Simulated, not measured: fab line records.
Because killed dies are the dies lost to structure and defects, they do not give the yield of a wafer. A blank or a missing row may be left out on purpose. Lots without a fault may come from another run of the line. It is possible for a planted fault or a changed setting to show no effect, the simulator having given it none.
Which tool was responsible? -- flow n5-finfet -- 24 lots, 72 wafers sampled, at 4 steps of a route of 1938

== WHAT EACH GAUGE READ, for each wafer ==
N5_BEOL_M13_INSPECT_55: inspects for defects (darkfield). Usual: raw-defect-count at 61, with a standard deviation of 17.
lot,measured,on,raw-defect-count,flag
L075,day 12 15:00,defect-inspect-01,46 40 36,
L074,day 12 15:16,defect-inspect-01,68 77 72,
L076,day 12 15:24,defect-inspect-01,99 69 73,
L077,day 12 23:46,defect-inspect-02,52 40 42,
L078,day 13 00:03,defect-inspect-01,73 89 88,
L079,day 13 19:37,defect-inspect-01,44 65 50,
L081,day 13 21:24,defect-inspect-01,37 53 51,
L080,day 14 01:40,defect-inspect-01,50 50 67,
L082,day 14 05:17,defect-inspect-02,59 54 42,
L083,day 14 08:20,defect-inspect-01,35 90 41,
L084,day 14 12:49,defect-inspect-01,55 58 57,
L085,day 15 06:59,defect-inspect-01,55 41 72,
L086,day 15 17:48,defect-inspect-01,35 58 54,
L089,day 15 20:47,defect-inspect-02,32 50 73,
L088,day 16 07:20,defect-inspect-02,64 44 82,
L091,day 16 07:32,defect-inspect-01,39 56 55,
L087,day 16 10:32,defect-inspect-02,50 35 93,
L090,day 17 01:07,defect-inspect-02,49 76 71,
L092,day 17 05:22,defect-inspect-02,62 57 36,
L095,day 17 20:44,defect-inspect-02,63 94 74,
L093,day 17 22:48,defect-inspect-01,50 76 79,
L094,day 17 23:14,defect-inspect-02,84 82 78,
L096,day 18 14:19,defect-inspect-01,51 45 42,
L097,day 19 03:40,defect-inspect-01,73 69 78,

N5_BEOL_M14_THK_MEAS_01. Usual: M14_ILD_THK gives 1118 nm (standard deviation 16).
lot,measured,on,M14_ILD_THK (nm),flag
L075,day 12 15:14,film-metro-02,1110 1146 1135,
L074,day 12 15:30,film-metro-01,1099 1103 1118,
L076,day 12 15:38,film-metro-02,1105 1128 1119,
L077,day 13 00:00,film-metro-02,1127 1124 1103,
L078,day 13 00:16,film-metro-02,1119 1115 1130,
L079,day 13 19:50,film-metro-01,1120 1142 1149,
L081,day 13 21:38,film-metro-02,1118 1135 1109,
L080,day 14 01:54,film-metro-01,1109 1095 1112,
L082,day 14 05:30,film-metro-02,1131 1117 1143,
L083,day 14 08:34,film-metro-01,1101 1144 1134,
L084,day 14 13:02,film-metro-01,1125 1104 1124,
L085,day 15 07:13,film-metro-01,1109 1132 1117,
L086,day 15 18:02,film-metro-02,1106 1133 1111,
L089,day 15 21:01,film-metro-02,1119 1112 1119,
L088,day 16 07:34,film-metro-01,1110 1127 1140,
L091,day 16 07:46,film-metro-01,1101 1114 1130,
L087,day 16 10:45,film-metro-02,1092 1108 1131,
L090,day 17 01:20,film-metro-01,1141 1130 1136,
L092,day 17 05:35,film-metro-02,1101 1114 1109,
L095,day 17 20:58,film-metro-01,1117 1115 1120,
L093,day 17 23:02,film-metro-01,1072 1097 1092,
L094,day 17 23:28,film-metro-01,1087 1137 1120,
L096,day 18 14:33,film-metro-02,1104 1108 1102,
L097,day 19 03:53,film-metro-02,1105 1116 1114,

== WHICH TOOL RAN EACH LOT (tool, then ch and the chambers of the sampled wafers, then the start) ==
lot,N5_BEOL_M13_DEGAS_41,N5_BEOL_M13_DEP_53
L075,"pvd-sputter-02, day 12 13:33","pecvd-03 ch 1,2, day 12 14:55"
L074,"pvd-sputter-02, day 12 13:57","pecvd-03 ch 1,2, day 12 15:11"
L076,"pvd-sputter-03, day 12 14:03","pecvd-04 ch 0,1, day 12 15:18"
L077,"pvd-sputter-01, day 12 22:31","pecvd-04 ch 0,1,2, day 12 23:42"
L078,"pvd-sputter-02, day 12 22:44","pecvd-04 ch 0,1, day 12 23:57"
L079,"pvd-sputter-03, day 13 18:21","pecvd-02 ch 0,1,2, day 13 19:31"
L081,"pvd-sputter-02, day 13 19:55","pecvd-04 ch 0,1,2, day 13 21:18"
L080,"pvd-sputter-03, day 14 00:25","pecvd-02 ch 0,1,2, day 14 01:35"
L082,"pvd-sputter-02, day 14 03:43","pecvd-04 ch 0,1,2, day 14 04:53"
L083,"pvd-sputter-02, day 14 06:56","pecvd-03 ch 0,1, day 14 08:14"
L084,"pvd-sputter-01, day 14 11:32","pecvd-02 ch 0,1,2, day 14 12:43"
L085,"pvd-sputter-03, day 15 05:35","pecvd-03 ch 0,1, day 15 06:52"
L086,"pvd-sputter-03, day 15 16:16","pecvd-04 ch 0,1,2, day 15 17:43"
L089,"pvd-sputter-02, day 15 19:31","pecvd-04 ch 1,2, day 15 20:41"
L088,"pvd-sputter-02, day 16 05:53","pecvd-02 ch 0,1, day 16 07:15"
L091,"pvd-sputter-01, day 16 06:16","pecvd-04 ch 0,1,2, day 16 07:26"
L087,"pvd-sputter-01, day 16 09:15","pecvd-04 ch 0,1,2, day 16 10:26"
L090,"pvd-sputter-03, day 16 23:27","pecvd-03 ch 0,1,2, day 17 01:01"
L092,"pvd-sputter-01, day 17 03:05","pecvd-04 ch 0,2, day 17 05:15"
L095,"pvd-sputter-03, day 17 18:19","pecvd-03 ch 0,1,2, day 17 20:38"
L093,"pvd-sputter-02, day 17 21:02","pecvd-02 ch 0,1, day 17 22:42"
L094,"pvd-sputter-03, day 17 21:04","pecvd-04 ch 0,2, day 17 23:07"
L096,"pvd-sputter-01, day 18 13:03","pecvd-04 ch 0,1,2, day 18 14:14"
L097,"pvd-sputter-01, day 19 02:24","pecvd-03 ch 1,2, day 19 03:34"
- N5_BEOL_M13_DEGAS_41: time 60 s.
- N5_BEOL_M13_DEP_53: deposits SiCN from 3MS/NH3, target thk 50 nm, time 17.8 s.

== AS READ BY THE TOOLS THEMSELVES (means over the sampled wafers that have a number; for cases with no such wafer, the mark the record gives instead) ==
N5_BEOL_M13_DEGAS_41. Usual: heater-power-w 347 W, standard deviation 26; susceptor-temp-C 250.01 C, standard deviation 0.18.
lot,tool,heater-power-w (W),susceptor-temp-C (C),flag
L075,pvd-sputter-02,357,250.09,
L074,pvd-sputter-02,326,250.16,
L076,pvd-sputter-03,330,249.97,
L077,pvd-sputter-01,368,250.09,
L078,pvd-sputter-02,353,249.94,
L079,pvd-sputter-03,329,249.92,
L081,pvd-sputter-02,349,250.03,
L080,pvd-sputter-03,325,249.93,
L082,pvd-sputter-02,352,249.93,
L083,pvd-sputter-02,330,250.15,
L084,pvd-sputter-01,374,250.16,
L085,pvd-sputter-03,361,249.98,
L086,pvd-sputter-03,346,249.83,
L089,pvd-sputter-02,344,250.14,
L088,pvd-sputter-02,343,250.18,
L091,pvd-sputter-01,352,249.91,
L087,pvd-sputter-01,333,250.16,
L090,pvd-sputter-03,344,250.02,
L092,pvd-sputter-01,345,249.93,
L095,pvd-sputter-03,339,249.91,
L093,pvd-sputter-02,358,250.01,
L094,pvd-sputter-03,361,249.91,
L096,pvd-sputter-01,364,250.13,
L097,pvd-sputter-01,368,249.83,

N5_BEOL_M13_DEP_53. Usual: chamber-pressure-Torr 3.000 Torr, standard deviation 0.0069; showerhead-plenum-p-Torr 4.164 Torr, standard deviation 0.017; throttle-valve-pct 18.1 %, standard deviation 1.
lot,tool,chamber-pressure-Torr (Torr),showerhead-plenum-p-Torr (Torr),throttle-valve-pct (%),flag
L075,pecvd-03,2.999,4.138,19.5,
L074,pecvd-03,3.002,4.142,18.1,
L076,pecvd-04,2.997,4.173,17.8,
L077,pecvd-04,2.999,4.174,17.9,
L078,pecvd-04,3.003,4.172,17.6,
L079,pecvd-02,2.997,4.178,17.5,
L081,pecvd-04,2.997,4.170,17.9,
L080,pecvd-02,2.999,4.170,17.2,
L082,pecvd-04,2.998,4.173,17.9,
L083,pecvd-03,2.996,4.143,20.2,
L084,pecvd-02,3.000,4.170,17.3,
L085,pecvd-03,2.983,4.141,19.2,
L086,pecvd-04,3.001,4.172,18.0,
L089,pecvd-04,3.002,4.170,18.1,
L088,pecvd-02,3.010,4.182,17.5,
L091,pecvd-04,2.990,4.178,18.0,
L087,pecvd-04,3.002,4.170,18.0,
L090,pecvd-03,3.005,4.143,18.9,
L092,pecvd-04,2.998,4.181,17.8,
L095,pecvd-03,2.998,4.141,18.8,
L093,pecvd-02,3.000,4.172,17.4,
L094,pecvd-04,2.999,4.178,18.4,
L096,pecvd-04,2.995,4.169,17.8,
L097,pecvd-03,3.001,4.149,18.5,

== THE ANSWER, worked out from the rows above alone ==
Rule: take the mean of a lot's wafers that have a number; if it is more than 3 standard deviations from the usual mean, the lot is off. A lot without any number at a reading at which 4 lots or more have one is off too. The other lots that the step has rows for count as sound. The gauges are gone through in route order, then the tools' own readings, and for those a lot's mean is taken as printed above. The first step at which some lot is off is used, and at that step the reading that is off furthest; a lot without a number counts as furthest.
No lot is off on any of the readings shown, so nothing can be concluded from this.

== WHAT WAS PUT IN BY THE SIMULATOR ==
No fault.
